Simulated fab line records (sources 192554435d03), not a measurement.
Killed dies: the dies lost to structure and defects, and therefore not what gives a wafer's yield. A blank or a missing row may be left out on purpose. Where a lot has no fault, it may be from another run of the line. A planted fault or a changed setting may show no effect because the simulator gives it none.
2 desks, one fault + flow n5_finfet + each desk has only its own numbers; what lay behind them comes last

## FOR THE TOOL OWNER'S DESK: pecvd-01
The tool's own readings at N5_GATE_CUT_HM_DEP_46 (deposits SiO2 from TEOS/O2, target thk 130 nm, time 26.6 s): means of the sampled wafers that have a number, for each lot that ran on this tool. The brackets show how far a lot's mean lies from the usual mean; more than 4 standard deviations puts the lot out of limits, marked OUT.
Columns: A = heater_power_w at N5_GATE_CUT_HM_DEP_46, usual 608 W; B = showerhead_plenum_p_Torr at N5_GATE_CUT_HM_DEP_46, usual 8.37 Torr; C = throttle_valve_pct at N5_GATE_CUT_HM_DEP_46, usual 19.2 %
| lot  | first seen here | A   | B    | C    |
|------|-----------------|-----|------|------|
| L864 | day 4 08:04     | 598 | 8.38 | 19.5 |
| L866 | day 4 23:07     | 726 | 8.40 | 19.2 |
| L868 | day 5 12:31     | 526 | 8.36 | 20.0 |
| L873 | day 6 15:56     | 750 | 8.39 | 19.7 |
| L883 | day 9 06:22     | 538 | 8.37 | 20.1 |
| L885 | day 9 18:56     | 687 | 8.40 | 19.7 |
| L887 | day 10 04:32    | 645 | 8.39 | 19.7 |
This desk's verdict: no lot among the 7 shows anything out of limits.

## THE METROLOGY DESK
Means of the sampled wafers that have a number, per lot and without regard to the tool the lot ran on: this is what the gauges read. The brackets show how far a lot's mean lies from the usual mean; more than 4 standard deviations puts the lot out of limits, marked OUT. Shown here are 7 of its 11 readings, the ones lying furthest out on some lot.
Columns: A = GC_FILL_THK at N5_GATE_CUT_THK_MEAS_24, usual 220.1 nm; B = DIBL_N at N5_BEOL_M4_RC_MEAS_101, usual 36.4 mV/V; C = DIBL_P at N5_BEOL_M4_RC_MEAS_101, usual 36.4 mV/V; D = IOFF_N at N5_BEOL_M4_RC_MEAS_101, usual 0.156 nA/um; E = IOFF_P at N5_BEOL_M4_RC_MEAS_101, usual 0.210 nA/um; F = ION_P at N5_BEOL_M4_RC_MEAS_101, usual 463 uA/um; G = SS_P at N5_BEOL_M4_RC_MEAS_101, usual 73.3 mV/dec
| lot  | first seen here | A     | B    | C    | D     | E     | F   | G    |
|------|-----------------|-------|------|------|-------|-------|-----|------|
| L864 | day 4 11:09     | 219.5 | 37.3 | 34.9 | 0.150 | 0.227 | 462 | 73.6 |
| L866 | day 5 02:20     | 219.6 | 35.2 | 36.3 | 0.156 | 0.203 | 458 | 73.0 |
| L868 | day 5 15:38     | 214.6 | 34.6 | 35.4 | 0.129 | 0.202 | 471 | 72.7 |
| L873 | day 6 19:01     | 220.3 | 36.3 | 37.1 | 0.152 | 0.200 | 459 | 73.0 |
| L883 | day 9 09:34     | 219.8 | 34.4 | 35.4 | 0.127 | 0.182 | 460 | 72.3 |
| L885 | day 9 22:01     | 220.4 | 37.5 | 37.4 | 0.179 | 0.219 | 465 | 73.5 |
| L887 | day 10 07:54    | 220.3 | 36.3 | 37.6 | 0.159 | 0.224 | 467 | 72.9 |
This desk's verdict: no lot among the 7 shows anything out of limits.

## TAKEN TOGETHER
Nothing out of limits was seen by the tool owner's desk.
From the metrology desk's view, nothing was out of limits.

## WHAT WAS PUT IN BY THE SIMULATOR
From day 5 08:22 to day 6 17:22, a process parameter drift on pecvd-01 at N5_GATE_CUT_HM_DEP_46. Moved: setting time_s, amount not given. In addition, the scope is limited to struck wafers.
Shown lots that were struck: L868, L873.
